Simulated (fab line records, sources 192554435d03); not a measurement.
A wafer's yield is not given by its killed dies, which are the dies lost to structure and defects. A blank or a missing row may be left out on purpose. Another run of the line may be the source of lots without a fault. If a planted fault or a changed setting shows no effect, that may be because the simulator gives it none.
Problem report, 8D (eight disciplines) form, completed by code | flow n5 finfet | the parts of the form that need people (team, actions taken, sign-off) are left out

## 1. WHAT IS WRONG
At N5_BEOL_M0_CO_CAP_123, run length s averages 155.0 s over 3 wafers from 3 lots, while fault-free wafers read 125.2 s, standard deviation 0.36. Measured from the usual mean, that is +83 standard deviations.
The step: material Co, precursor CCTBA/H2, target thk 2 nm, time 102.1 s.
First seen on wafer L229.2, day 8 04:02, on cvd co-02. Wafers with a number at this step in the record: 18, from 7 lots. By rule, "out" or "out of limits" means more than 4 standard deviations away from the usual mean. The rest of the wafers with a number are treated as sound.

## 2. WHAT IT IS AND WHAT IT IS NOT
question                    | is                     | is not
which readings at this step | run length s           | heater power w
which lots                  | L229, L231, L233       | L222, L236, L240, L243
which wafers of those lots  | L229.2, L231.4, L233.2 | L229.3, L231.3, L233.5
read on which tools         | cvd co-02              | cvd co-01
when                        | from day 8 04:02       | up to then (4 sound wafers); but 11 sound wafers of L231, L233, L236, L240, L243 came after

## 3. SUSPECTS, AND WHAT RULES EACH OUT
Counting: any tool at a process step up to the reading remains a suspect provided it ran every lot that is out. Sound lots after the first of them don't rule it out here, since some wafers of a struck lot are sound.
- rtp anneal-02 at N5_BEOL_M0_ANNEAL_119 (time 90 s): kept. It ran every lot that is out, first L229 (day 8 03:04); its last sound lot up to then is L222 (day 6 11:01).
- cvd co-02 at N5_BEOL_M0_CO_CAP_123 (material Co, precursor CCTBA/H2, target thk 2 nm, time 102.1 s): kept. It ran every lot that is out, first L229 (day 8 04:02); its last sound lot up to then is L222 (day 6 13:26). Out on those wafers are its own readings of run length s.
Remaining after the count are rtp anneal-02 at N5_BEOL_M0_ANNEAL_119 and cvd co-02 at N5_BEOL_M0_CO_CAP_123.

## 4. THE CAUSE (what the simulator had put in)
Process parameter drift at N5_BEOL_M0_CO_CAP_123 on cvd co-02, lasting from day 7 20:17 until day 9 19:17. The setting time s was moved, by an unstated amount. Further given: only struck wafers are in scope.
Counting left 2 suspects, and this tool is among them.

## 5. THE CHAIN OF EFFECTS, in route order
One row per reading whose mean, taken over the struck wafers that have a number, lies over 3 standard deviations from the usual. Scope: only readings with a usual standard deviation given in the record; hours: median across lots of the time from each lot's start at the first step in this table that gives one to its start at this step; sigmas: change in usual standard deviations.
hours | step                  | reading      | usual   | on struck wafers | change | sigmas
0     | N5_BEOL_M0_CO_CAP_123 | run length s | 125.2 s | 155.0            | +29.8  | +83
Its process steps:
- N5_BEOL_M0_CO_CAP_123: material Co, precursor CCTBA/H2, target thk 2 nm, time 102.1 s.
At these later measuring or inspecting steps, every struck wafer for which the step has a row has a number for every such reading, and none has moved that far: N5_BEOL_M4_RC_MEAS_101.

## 6. HOW IT WOULD HAVE BEEN CAUGHT EARLIER
8 hours passed between the start of the fault at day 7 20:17 and the first reading out of limits in this record, taken at day 8 04:02.
